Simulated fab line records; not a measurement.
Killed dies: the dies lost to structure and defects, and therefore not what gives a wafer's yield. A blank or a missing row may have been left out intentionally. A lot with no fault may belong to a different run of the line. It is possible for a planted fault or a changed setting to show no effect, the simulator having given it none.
Comparing a struck lot with a sound one    flow nand-harc    14 out of 1159 route steps
Sound: these wafers, L110.1, L110.4, L110.6. Wafers L102.1, L102.4, L102.6 were the ones struck. Last of all comes the cause.
Per side, at each step with rows, come the tool, then ch with its chambers, and then its first start. Under that, the readings that differ: sound wafers    struck wafers    difference of the means    sigmas: that difference in standard deviations of wafers without a fault.
alike: same words and numbers on both sides, and readings whose means sit less than 2 such deviations apart. not compared: any withheld reading, any reading some wafer has no value for, any bound like >300 that may hide the same value, and any number with overlapping values for which the record gives no deviation.
Wherever a step has rows on one side only, a row that says differs or no value, or a row with sigmas, the two part there. Numbers that have no deviation but don't overlap get no sigmas and don't part them. Lack of a reading on every wafer of one side parts them only where that side has two or more wafers.

first, 5 steps without rows for these wafers: NHARC_A_STAIRCASE_EBR_246; NHARC_A_STAIRCASE_EXPOSE_247 (exposes mask SDS 1); NHARC_A_STAIRCASE_PEB_248 (peb time 130 s); NHARC_A_STAIRCASE_DEVELOP_249 (time 140 s); NHARC_A_STAIRCASE_HARDBAKE_251 (time 140 s).
NHARC_A_STAIRCASE_DESCUM_252: chemistry O2, time 3 s.
  sound on rie-diel-08 ch 0,3, day 15 12:44; struck on rie-diel-13 ch 1,2,3, day 13 10:21
reading                sound              struck             difference  sigmas
oes-product-au (a.u.)  1.033 1.004 1.020  0.988 0.983 0.982  -0.035      -2
  alike: drypump-motor-current-A, rf-vpp-V, showerhead-plenum-p-Torr, throttle-valve-pct
  not compared: rf-hours-counter-h
NHARC_A_STAIRCASE_ETCH_253: etches the open film in C4F8/O2, target depth 50 nm, time 20.2 s.
  sound on rie-diel-08 ch 1,2,3, day 15 12:54; struck on rie-diel-13 ch 2,3, day 13 10:25
  alike: oes-product-au, rf-vpp-V
  not compared: rf-hours-counter-h
NHARC_A_STAIRCASE_STRIP_254: strips in O2.
  sound on plasma-asher-02 ch 0, day 15 12:59; struck on plasma-asher-02 ch 1, day 13 10:32
  alike: drypump-motor-current-A, heater-power-w
  not compared: rf-hours-counter-h
then, 3 steps without rows for these wafers: NHARC_A_STAIRCASE_STRIP_255 (strips in SPM, time 900 s); NHARC_A_STAIRCASE_PRECLEAN_256 (cleans in SC1); NHARC_A_STAIRCASE_SRD_257.
NHARC_A_STAIRCASE_HM_DEP_456: deposits aC, target thk 1500 nm.
  sound on acl-dep-01 ch 0, day 15 15:34; struck on acl-dep-02 ch 0, day 14 03:25
  alike: throttle-valve-pct
NHARC_A_STAIRCASE_DEP_259: deposits SiON, target thk 30 nm.
  sound on pecvd-03 ch 0,2, day 15 17:25; struck on pecvd-04 ch 0,1, day 14 05:19
  alike: heater-power-w
-- jump in the record: it breaks off in module A_STAIRCASE and resumes in module END (first step shown: number 1159 of the route), and 8 days separate the struck wafers' starts before and after --
NHARC_END_SORT_01:
  sound on prober-01 ch 0, day 24 00:12; struck on prober-02 ch 0, day 22 13:49
  alike: killed-at-array, killed-at-other, killed-at-periphery, killed-dies, killed-open, killed-short

== WHERE THEY PART ==
Only at NHARC_A_STAIRCASE_DESCUM_252, as far as this record shows. Later steps at which nothing parts them and some readings are alike: NHARC_A_STAIRCASE_ETCH_253, NHARC_A_STAIRCASE_STRIP_254, NHARC_A_STAIRCASE_HM_DEP_456, NHARC_A_STAIRCASE_DEP_259, NHARC_END_SORT_01.

WHY: whatever the simulator had introduced
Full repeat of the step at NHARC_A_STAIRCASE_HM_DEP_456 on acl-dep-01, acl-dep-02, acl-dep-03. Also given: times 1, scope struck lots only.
